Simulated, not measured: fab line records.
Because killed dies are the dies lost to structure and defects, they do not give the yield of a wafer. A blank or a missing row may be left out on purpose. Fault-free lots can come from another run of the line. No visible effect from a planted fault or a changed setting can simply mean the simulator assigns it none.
Which tool was responsible?	flow nand-harc	12 lots with 36 wafers sampled at 3 steps, on a route of 1159 steps

WHAT THE GAUGES READ, wafer by wafer
NHARC_P_STI_CD_MEAS_16.
lot	measured	on	cd-nm (nm)
L874	day 2 08:01	cd-sem-02	193 200 201
L875	day 2 17:46	cd-sem-02	197 202 204
L876	day 3 03:12	cd-sem-03	203 199 199
L877	day 3 03:41	cd-sem-03	201 201 205
L878	day 3 14:06	cd-sem-02	198 198 194
L882	day 4 13:03	cd-sem-01	201 197 199
L883	day 4 20:41	cd-sem-02	199 200 196
L884	day 4 20:52	cd-sem-03	193 199 198
L887	day 5 19:04	cd-sem-03	197 202 201
L889	day 6 10:54	cd-sem-03	195 201 200
L893	day 7 05:37	cd-sem-02	199 195 196
L895	day 7 17:32	cd-sem-02	195 194 199

WHICH TOOL RAN EACH LOT (tool, then ch and the chambers of the sampled wafers, then the start)
lot	NHARC_P_ZERO_WELL_ETCH_65	NHARC_P_STI_ETCH_42
L874	rie-diel-10 ch 0,1,2, day 1 13:37	rie-diel-08 ch 2,3, day 2 07:40
L875	rie-diel-09 ch 1,2,3, day 1 19:29	rie-diel-12 ch 1,2,3, day 2 17:25
L876	rie-diel-04 ch 0,2, day 2 01:36	rie-diel-12 ch 1,2, day 3 02:51
L877	rie-diel-04 ch 0,1,3, day 2 07:33	rie-diel-08 ch 0,2,3, day 3 03:18
L878	rie-diel-04 ch 2,3, day 2 13:33	rie-diel-08 ch 1,3, day 3 13:45
L882	rie-diel-09 ch 0,1,2, day 3 13:29	rie-diel-08 ch 0,1,3, day 4 12:42
L883	rie-diel-10 ch 0,1, day 3 19:29	rie-diel-12 ch 0,1,2, day 4 20:21
L884	rie-diel-09 ch 0,3, day 4 01:29	rie-diel-08 ch 0,2,3, day 4 20:31
L887	rie-diel-04 ch 0,1,3, day 4 19:23	rie-diel-08 ch 0,2,3, day 5 18:43
L889	rie-diel-04 ch 0,1, day 5 07:39	rie-diel-12 ch 0,2, day 6 10:31
L893	rie-diel-10 ch 1,2,3, day 6 07:21	rie-diel-08 ch 0,1,2, day 7 05:14
L895	rie-diel-09 ch 0,1, day 6 19:32	rie-diel-12 ch 1,2,3, day 7 17:11
- NHARC_P_ZERO_WELL_ETCH_65: etches the open film in N2/H2, target depth 80 nm, overetch 24 nm, time 87.88 s.
- NHARC_P_STI_ETCH_42: etches the open film in N2/H2, target depth 80 nm, overetch 24 nm, time 61 s.

AS READ BY THE TOOLS THEMSELVES (means over the sampled wafers that have a number; for cases with no such wafer, the mark the record gives instead)
NHARC_P_ZERO_WELL_ETCH_65.
lot	tool	drypump-motor-current-A (A)	oes-product-au (a.u.)	rf-vpp-V (V)	showerhead-plenum-p-Torr (Torr)	throttle-valve-pct (%)
L874	rie-diel-10	5.8	1.014	432.6	2.09	14.170
L875	rie-diel-09	5.8	1.004	430.3	2.05	14.167
L876	rie-diel-04	6.1	0.997	430.3	2.05	14.176
L877	rie-diel-04	6.1	0.995	430.8	2.05	14.165
L878	rie-diel-04	6.4	0.989	429.7	2.05	14.179
L882	rie-diel-09	5.6	0.988	432.0	2.09	14.162
L883	rie-diel-10	5.6	1.006	432.5	2.11	14.168
L884	rie-diel-09	5.8	0.995	431.3	2.09	14.175
L887	rie-diel-04	6.1	0.994	431.5	2.05	14.167
L889	rie-diel-04	6.0	1.005	429.8	2.04	14.179
L893	rie-diel-10	6.1	1.006	433.4	2.12	14.174
L895	rie-diel-09	5.6	0.985	433.6	2.13	14.183

NHARC_P_STI_ETCH_42.
lot	tool	drypump-motor-current-A (A)	oes-product-au (a.u.)	rf-vpp-V (V)	showerhead-plenum-p-Torr (Torr)	throttle-valve-pct (%)
L874	rie-diel-08	5.7	1.010	429.2	1.99	14.169
L875	rie-diel-12	5.4	0.996	432.6	2.13	14.171
L876	rie-diel-12	4.9	1.005	430.9	2.07	14.165
L877	rie-diel-08	5.8	0.994	429.8	2.03	14.172
L878	rie-diel-08	5.7	1.000	429.5	2.01	14.168
L882	rie-diel-08	5.7	0.992	430.2	2.01	14.175
L883	rie-diel-12	5.0	1.000	431.7	2.09	14.172
L884	rie-diel-08	5.7	0.992	430.7	2.03	14.172
L887	rie-diel-08	5.7	0.966	430.5	2.03	14.172
L889	rie-diel-12	4.8	1.017	431.7	2.06	14.162
L893	rie-diel-08	5.8	0.966	428.5	1.98	14.169
L895	rie-diel-12	5.4	1.002	433.4	2.13	14.168

THE ANSWER, worked out from the rows above alone
Rule: the usual values come from the lots themselves. Put in order of their means at a reading, lots are off if they are a third of the lots or fewer, leave a main group of 4 or more, and stand apart from it by a gap of 3 or more times the standard deviation of the main group's means; of several such gaps the widest counts. If all means in a main group match to the digits the tables above print for the reading, that group is not used. Also off: a lot with no number at a reading for which 4 or more lots have one. All remaining lots with rows at the step are treated as sound. First the gauges in route order, then the tools' own readings, where a lot's mean is used as printed above. At the first step where some lot is off, the reading lying furthest off is the one used; lots without a number count as furthest.
Off at NHARC_P_STI_ETCH_42 (oes-product-au): L887, L893. The main group: mean 1.001 a.u., standard deviation 0.0077.
A tool fits if, at that step or a process step before it, it ran every lot that is off, and no sound lot after the first of them. One candidate fits, namely rie-diel-08 at NHARC_P_STI_ETCH_42. A fault onset in the window from L884 (day 4 20:31, its last sound lot) to L887 (day 5 18:43, its first lot off) fits.

WHAT THE SIMULATOR HAD PUT IN
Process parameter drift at NHARC_P_STI_ETCH_42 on rie-diel-08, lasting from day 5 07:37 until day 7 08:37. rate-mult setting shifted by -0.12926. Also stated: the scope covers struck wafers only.
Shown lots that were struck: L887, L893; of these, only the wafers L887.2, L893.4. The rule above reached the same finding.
